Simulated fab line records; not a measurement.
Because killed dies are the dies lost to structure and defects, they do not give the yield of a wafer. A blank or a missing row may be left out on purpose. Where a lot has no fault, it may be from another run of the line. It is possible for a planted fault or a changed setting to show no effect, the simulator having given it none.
fab line records + flow nand-harc
[record]
- lots = 12
- wafers = 36
- last-day = 24
route steps=1159 shown P_M2@339 P_BONDPAD@369
lots with no fault: from the same line, run without faults
start-h: start of the lot's first displayed wafer, in hours after the record's first day + wait-h: how many hours have passed since the lot's step before this one + " repeats the value in the row above + L1.1+2: several wafers, shown together as one row + - either no value or no given start + * or withheld: withheld + < > ~ a bound
route shown NAME@n: names a module that has steps shown in the file, with the first one's number in the route + usual: mean and standard deviation over wafers with no fault + same: alike in all rows + chamber/n: place in a boat + sites: per-site readings + _std_site: the standard deviation of these + _edge_site: outer sites' mean less inner sites' + radius-mm: for every site, how far away it sits from the centre of the wafer + mask NAME#n: copy n + behind: the tool/chamber that last shaped the wafer + hold: the reason the lot was held/the length of the hold in hours/how it ended + device: whichever transistor did not switch (one of n, p or np) + end of line: tests of these same wafers at the route's end + a step without rows: its recipe alone + killed: not the wafer's yield, but the dies lost to structure and defects at the first sort + map: a wafer's dies, x killed, . not, _ none there
set.NAME: the setting as run; set.NAME@STEP: as run at that earlier step + model.NAME: the simulator's own value behind a step, which no gauge read
steps of the route over a sample of lots; a table a step, a row a wafer
services: the hour from which a tool's chamber was out of use, counted from the record's first day as start-h (under 0 if before that day), plus the number of hours and why
[[steps]]
[step NHARC_P_M2_PRE_CLEAN_30]
[recipe]
- time-s = 30
- temp-c = 280
- gas = H2/He
[usual]
- heater-power-w = 409/39
| lot.wafer | tool           | chamber | start-h | wait-h | heater-power-w |
|-----------|----------------|---------|---------|--------|----------------|
| L699.1    | pvd-sputter-02 | -       | -       | -      | 437            |
| L699.3    | "              | -       | "       | "      | 441            |
| L699.2    | "              | -       | "       | "      | 358            |
| L700.2    | pvd-sputter-01 | -       | -       | -      | 445            |
| L700.4    | "              | -       | "       | "      | 465            |
| L700.3    | "              | -       | "       | "      | 372            |
| L701.2    | pvd-sputter-03 | -       | -       | -      | 347            |
| L701.5    | "              | -       | "       | "      | 345            |
| L701.6    | "              | -       | "       | "      | 343            |
| L702.1    | pvd-sputter-03 | -       | -       | -      | 436            |
| L702.4    | "              | -       | "       | "      | 346            |
| L702.3    | "              | -       | "       | "      | 362            |
| L703.2    | pvd-sputter-02 | -       | -       | -      | 436            |
| L703.6    | "              | -       | "       | "      | 362            |
| L703.5    | "              | -       | "       | "      | 445            |
| L706.1    | pvd-sputter-03 | -       | -       | -      | 345            |
| L706.2    | "              | -       | "       | "      | 358            |
| L706.5    | "              | -       | "       | "      | 434            |
| L709.4    | pvd-sputter-02 | -       | -       | -      | 437            |
| L709.6    | "              | -       | "       | "      | 439            |
| L709.5    | "              | -       | "       | "      | 355            |
| L712.1    | pvd-sputter-02 | -       | -       | -      | 429            |
| L712.3    | "              | -       | "       | "      | 429            |
| L712.5    | "              | -       | "       | "      | 439            |
| L710.4    | pvd-sputter-01 | -       | -       | -      | 464            |
| L710.1    | "              | -       | "       | "      | 424            |
| L710.6    | "              | -       | "       | "      | 442            |
| L713.4    | pvd-sputter-03 | -       | -       | -      | 366            |
| L713.1    | "              | -       | "       | "      | 436            |
| L713.5    | "              | -       | "       | "      | 365            |
| L716.3    | pvd-sputter-01 | -       | -       | -      | 408            |
| L716.1    | "              | -       | "       | "      | 472            |
| L716.2    | "              | -       | "       | "      | 446            |
| L720.3    | pvd-sputter-01 | -       | -       | -      | 441            |
| L720.4    | "              | -       | "       | "      | 400            |
| L720.5    | "              | -       | "       | "      | 447            |
[step NHARC_P_M2_PVD_21]
[recipe]
- target-thk-a = 300
- chamber-pressure-pa = 5
- power-w = 5000
- substrate-temp-c = 30
- time-s = 20.49
- material = Cu
[usual]
- throttle-valve-pct = 30.0/1.1
| lot.wafer | tool           | chamber | start-h | wait-h | throttle-valve-pct |
|-----------|----------------|---------|---------|--------|--------------------|
| L699.2    | pvd-sputter-02 | -       | -       | -      | 29.1               |
| L699.1    | "              | -       | "       | "      | 28.9               |
| L699.3    | "              | -       | "       | "      | 30.8               |
| L700.4    | pvd-sputter-01 | -       | -       | -      | 29.2               |
| L700.3    | "              | -       | "       | "      | 30.0               |
| L700.2    | "              | -       | "       | "      | 31.9               |
| L701.2    | pvd-sputter-03 | -       | -       | -      | 28.8               |
| L701.5    | "              | -       | "       | "      | 31.0               |
| L701.6    | "              | -       | "       | "      | 30.3               |
| L702.3    | pvd-sputter-03 | -       | -       | -      | 28.9               |
| L702.1    | "              | -       | "       | "      | 30.8               |
| L702.4    | "              | -       | "       | "      | 28.9               |
| L703.2    | pvd-sputter-02 | -       | -       | -      | 30.9               |
| L703.6    | "              | -       | "       | "      | 29.1               |
| L703.5    | "              | -       | "       | "      | 28.7               |
| L706.1    | pvd-sputter-03 | -       | -       | -      | 30.9               |
| L706.2    | "              | -       | "       | "      | 30.0               |
| L706.5    | "              | -       | "       | "      | 29.2               |
| L709.4    | pvd-sputter-02 | -       | -       | -      | 28.6               |
| L709.6    | "              | -       | "       | "      | 29.3               |
| L709.5    | "              | -       | "       | "      | 28.6               |
| L712.3    | pvd-sputter-02 | -       | -       | -      | 30.8               |
| L712.1    | "              | -       | "       | "      | 28.9               |
| L712.5    | "              | -       | "       | "      | 30.6               |
| L710.1    | pvd-sputter-01 | -       | -       | -      | 31.9               |
| L710.4    | "              | -       | "       | "      | 28.5               |
| L710.6    | "              | -       | "       | "      | 32.1               |
| L713.1    | pvd-sputter-03 | -       | -       | -      | 28.7               |
| L713.4    | "              | -       | "       | "      | 29.1               |
| L713.5    | "              | -       | "       | "      | 28.9               |
| L716.3    | pvd-sputter-01 | -       | -       | -      | 31.2               |
| L716.1    | "              | -       | "       | "      | 32.0               |
| L716.2    | "              | -       | "       | "      | 28.4               |
| L720.4    | pvd-sputter-01 | -       | -       | -      | 31.2               |
| L720.3    | "              | -       | "       | "      | 31.8               |
| L720.5    | "              | -       | "       | "      | 30.3               |
[step NHARC_P_M2_THK_MEAS_24]
[recipe]
- thk-meas-gauge = xrf
[usual]
- thk-nm = 143.8/1.7
| lot.wafer | tool          | chamber | start-h | wait-h | thk-nm |
|-----------|---------------|---------|---------|--------|--------|
| L699.1    | film-metro-01 | -       | 137.71  | -      | 144.9  |
| L699.2    | "             | -       | "       | "      | 144.1  |
| L699.3    | "             | -       | "       | "      | 147.2  |
| L700.2    | film-metro-01 | -       | 138.09  | -      | 143.6  |
| L700.3    | "             | -       | "       | "      | 144.6  |
| L700.4    | "             | -       | "       | "      | 143.1  |
| L701.2    | film-metro-01 | -       | 144.81  | -      | 145.6  |
| L701.5    | "             | -       | "       | "      | 145.0  |
| L701.6    | "             | -       | "       | "      | 145.2  |
| L702.1    | film-metro-01 | -       | 145.96  | -      | 145.2  |
| L702.3    | "             | -       | "       | "      | 142.9  |
| L702.4    | "             | -       | "       | "      | 141.0  |
| L703.2    | film-metro-02 | -       | 146.60  | -      | 146.0  |
| L703.5    | "             | -       | "       | "      | 142.6  |
| L703.6    | "             | -       | "       | "      | 144.0  |
| L706.1    | film-metro-02 | -       | 171.36  | -      | 146.7  |
| L706.2    | "             | -       | "       | "      | 144.8  |
| L706.5    | "             | -       | "       | "      | 146.4  |
| L709.4    | film-metro-02 | -       | 183.89  | -      | 147.1  |
| L709.5    | "             | -       | "       | "      | 144.8  |
| L709.6    | "             | -       | "       | "      | 145.7  |
| L712.1    | film-metro-02 | -       | 205.62  | -      | 143.8  |
| L712.3    | "             | -       | "       | "      | 143.0  |
| L712.5    | "             | -       | "       | "      | 142.5  |
| L710.1    | film-metro-01 | -       | 206.02  | -      | 144.7  |
| L710.4    | "             | -       | "       | "      | 147.5  |
| L710.6    | "             | -       | "       | "      | 144.7  |
| L713.1    | film-metro-01 | -       | 208.11  | -      | 144.8  |
| L713.4    | "             | -       | "       | "      | 143.0  |
| L713.5    | "             | -       | "       | "      | 145.0  |
| L716.1    | film-metro-02 | -       | 230.18  | -      | 143.8  |
| L716.2    | "             | -       | "       | "      | 143.4  |
| L716.3    | "             | -       | "       | "      | 145.0  |
| L720.3    | film-metro-02 | -       | 248.27  | -      | 142.5  |
| L720.4    | "             | -       | "       | "      | 145.3  |
| L720.5    | "             | -       | "       | "      | 148.0  |
[step NHARC_P_BONDPAD_ETCH_12]
[recipe]
- target-depth-a = 2000
- time-s = 100
- chf3-flow-sccm = 50
- o2-flow-sccm = 10
- ar-flow-sccm = 200
- rf-w = 500
- bias-w = 200
- chemistry = CHF3/O2
[usual]
- drypump-motor-current-A = 5.8/0.32
- oes-product-au = 0.938/0.024
- rf-fwd-power-W = 496.1/1.6
- rf-vpp-V = 370.0/1.6
- run-length-s = 121.1/0.42
- showerhead-plenum-p-Torr = 2.38/0.06
- throttle-valve-pct = 20.573/0.0098
| lot.wafer | tool        | chamber | start-h | wait-h | drypump-motor-current-A | oes-product-au | rf-fwd-power-W | rf-hours-counter-h | rf-vpp-V | run-length-s | showerhead-plenum-p-Torr | throttle-valve-pct |
|-----------|-------------|---------|---------|--------|-------------------------|----------------|----------------|--------------------|----------|--------------|--------------------------|--------------------|
| L699.3    | rie-diel-03 | 0       | 139.89  | -      | 5.4                     | 0.904          | 493.6          | 9                  | 369.7    | 121.4        | 2.34                     | 20.579             |
| L699.1    | "           | 1       | "       | "      | 6.0                     | 0.930          | 498.1          | 9                  | 369.7    | 120.7        | 2.33                     | 20.567             |
| L699.2    | "           | 2       | "       | "      | 5.9                     | 0.915          | 497.1          | 8                  | 370.9    | 120.5        | 2.44                     | 20.570             |
| L700.3    | rie-diel-03 | 3       | 140.44  | -      | 6.0                     | 0.930          | 496.0          | 9                  | 371.0    | 121.3        | 2.42                     | 20.584             |
| L700.4    | "           | 0       | "       | "      | 5.4                     | 0.903          | 493.4          | 9                  | 369.2    | 121.4        | 2.34                     | 20.576             |
| L700.2    | "           | 1       | "       | "      | 6.0                     | 0.931          | 495.6          | 9                  | 367.8    | 121.6        | 2.33                     | 20.564             |
| L701.2    | rie-diel-03 | 0       | 147.17  | -      | 5.4                     | 0.910          | 497.5          | 10                 | 369.2    | 121.4        | 2.33                     | 20.571             |
| L701.5    | "           | 3       | "       | "      | 6.1                     | 0.956          | 495.9          | -                  | 369.8    | 121.3        | 2.42                     | 20.576             |
| L701.6    | "           | 0       | "       | "      | 5.4                     | 0.919          | 496.3          | -                  | 369.5    | 121.4        | 2.33                     | 20.572             |
| L702.3    | rie-diel-03 | 0       | 148.49  | -      | 5.4                     | 0.917          | 496.9          | 10                 | 371.1    | 121.5        | 2.33                     | 20.566             |
| L702.4    | "           | 1       | "       | "      | 6.0                     | 0.925          | 496.5          | 10                 | 369.4    | 121.2        | 2.33                     | 20.579             |
| L702.1    | "           | 3       | "       | "      | 6.0                     | 0.929          | 494.3          | 10                 | 371.7    | 121.0        | 2.42                     | 20.551             |
| L703.2    | rie-diel-01 | 2       | 149.44  | -      | 5.9                     | 0.934          | 496.7          | 1                  | 370.4    | 120.4        | 2.39                     | 20.599             |
| L703.6    | "           | 0       | "       | "      | 6.6                     | 0.942          | 494.9          | -                  | 369.8    | 121.1        | 2.36                     | 20.570             |
| L703.5    | "           | 1       | "       | "      | 5.7                     | 0.945          | 497.1          | -                  | 371.9    | 121.0        | 2.49                     | 20.583             |
| L706.2    | rie-diel-03 | 3       | 173.56  | -      | 6.1                     | 0.921          | 492.8          | 11                 | 369.7    | 121.2        | 2.42                     | 20.561             |
| L706.1    | "           | 0       | "       | "      | 5.4                     | 0.914          | 494.9          | 11                 | 367.3    | 121.6        | 2.33                     | 20.556             |
| L706.5    | "           | 3       | "       | "      | 6.1                     | 0.932          | 495.7          | -                  | 369.3    | 121.1        | 2.42                     | 20.572             |
| L709.4    | rie-diel-01 | 2       | 186.46  | -      | 5.9                     | 0.942          | 497.5          | 16                 | 368.9    | 120.6        | 2.38                     | 20.573             |
| L709.6    | "           | 1       | "       | "      | 5.7                     | 0.965          | 498.0          | -                  | 372.5    | 120.8        | 2.48                     | 20.577             |
| L709.5    | "           | 2       | "       | "      | 5.9                     | 0.951          | 497.4          | -                  | 370.7    | 121.1        | 2.38                     | 20.581             |
| L712.1    | rie-diel-01 | 1       | 207.92  | -      | 5.7                     | 0.938          | 494.8          | 24                 | 373.1    | 121.1        | 2.48                     | 20.571             |
| L712.3    | "           | 3       | "       | "      | 5.5                     | 0.918          | 497.4          | 21                 | 366.3    | 121.6        | 2.28                     | 20.585             |
| L712.5    | "           | 2       | "       | "      | 5.9                     | 0.918          | 495.8          | -                  | 370.2    | 120.4        | 2.38                     | 20.570             |
| L710.4    | rie-diel-03 | 1       | 208.33  | -      | 6.0                     | 0.936          | 497.0          | 15                 | 370.5    | 120.8        | 2.33                     | 20.569             |
| L710.1    | "           | 0       | "       | "      | 5.4                     | 0.897          | -              | 15                 | 368.4    | 105.3        | 2.33                     | 20.561             |
| L710.6    | "           | 2       | "       | "      | 5.9                     | 0.922          | 493.9          | -                  | 370.7    | 120.4        | 2.44                     | 20.582             |
| L713.4    | rie-diel-08 | 1       | 210.36  | -      | 5.0                     | 0.920          | 493.9          | 29                 | 369.2    | 121.1        | 2.35                     | 20.591             |
| L713.1    | "           | 2       | "       | "      | 5.9                     | 0.930          | 496.0          | 28                 | 374.1    | 121.5        | 2.48                     | 20.576             |
| L713.5    | "           | 1       | "       | "      | 5.0                     | 0.934          | 493.7          | -                  | 369.9    | 121.2        | 2.35                     | 20.581             |
| L716.1    | rie-diel-08 | 0       | 232.52  | -      | 6.1                     | 0.902          | 498.5          | 37                 | 368.5    | 122.0        | 2.28                     | 20.582             |
| L716.2    | "           | 1       | "       | "      | 5.0                     | 0.933          | 497.1          | 35                 | 370.4    | 121.2        | 2.35                     | 20.562             |
| L716.3    | "           | 2       | "       | "      | 5.9                     | 0.925          | 496.8          | 35                 | 371.6    | 121.8        | 2.48                     | 20.568             |
| L720.3    | rie-diel-01 | 2       | 250.91  | -      | 5.9                     | 0.901          | 496.9          | 37                 | 369.2    | 120.9        | 2.37                     | 20.568             |
| L720.4    | "           | 3       | "       | "      | 5.5                     | 0.904          | 496.0          | 35                 | 367.9    | 121.3        | 2.27                     | 20.575             |
| L720.5    | "           | 2       | "       | "      | 5.9                     | 0.916          | 495.2          | -                  | 369.9    | 120.5        | 2.37                     | 20.562             |
[[services]]
| tool           | chamber | start-h | hours | kind   |
|----------------|---------|---------|-------|--------|
| pvd-sputter-02 | -       | 116.12  | 9.9   | repair |
| pvd-sputter-01 | -       | 119.64  | 9.8   | repair |
| rie-diel-03    | 0       | 120.91  | -     | clean  |
| rie-diel-03    | 1       | 120.91  | -     | clean  |
| rie-diel-03    | 2       | 120.91  | -     | clean  |
| rie-diel-03    | 3       | 120.91  | -     | clean  |
| rie-diel-08    | -       | 124.82  | 9.0   | pm     |
| rie-diel-03    | 2       | 127.68  | 7.1   | repair |
| rie-diel-01    | -       | 137.95  | 9.0   | pm     |
| rie-diel-03    | 0       | 145.41  | -     | clean  |
| rie-diel-03    | 1       | 145.41  | -     | clean  |
| rie-diel-03    | 2       | 145.41  | -     | clean  |
| rie-diel-03    | 3       | 145.41  | -     | clean  |
| rie-diel-03    | 2       | 155.35  | 11.9  | repair |
| pvd-sputter-03 | -       | 156.51  | 1.5   | repair |
| pvd-sputter-01 | -       | 158.00  | 10.0  | pm     |
| rie-diel-08    | 2       | 167.35  | 5.3   | repair |
| rie-diel-03    | 3       | 198.12  | 6.9   | repair |
| rie-diel-01    | 3       | 200.12  | 7.1   | repair |
| rie-diel-01    | -       | 206.29  | 0.6   | repair |
| rie-diel-03    | -       | 215.31  | 9.0   | pm     |
| pvd-sputter-02 | -       | 223.47  | 10.0  | pm     |
| rie-diel-08    | 0       | 240.17  | 12.9  | repair |
| pvd-sputter-02 | -       | 245.36  | 13.1  | repair |
[[key]]
[first-sign]
- step = NHARC_P_BONDPAD_ETCH_12
- reading = run-length-s
- direction = down
- sigmas = 38
- usual = *
- struck = *
effect none on later readings
met-at NHARC_P_BONDPAD_ETCH_12
struck-lots L710
struck-wafers L710.1
later-rows-left-out L710.1
sort-left-out L710.1
not-acting-at NHARC_P_M2_PRE_CLEAN_30,NHARC_P_M2_PVD_21,NHARC_P_M2_THK_MEAS_24
onset-between 173.56 208.33
[fault]
- kind = process-parameter-drift
- tool = rie-diel-03
- chamber = 0
- onset-h = 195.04
- steps = NHARC_P_BONDPAD_ETCH_12
- channel = time-s
- offset = *
- shape = step
- end-h = 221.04
- acts-in = *
- stated = *
// sort-left-out: the simulated sort isn't trusted on such a fault, so these wafers' sort isn't shown, and their yield isn't known
// later-rows-left-out: the simulator's readings of these wafers behind a module that went badly wrong aren't trusted and aren't shown, but for the sort
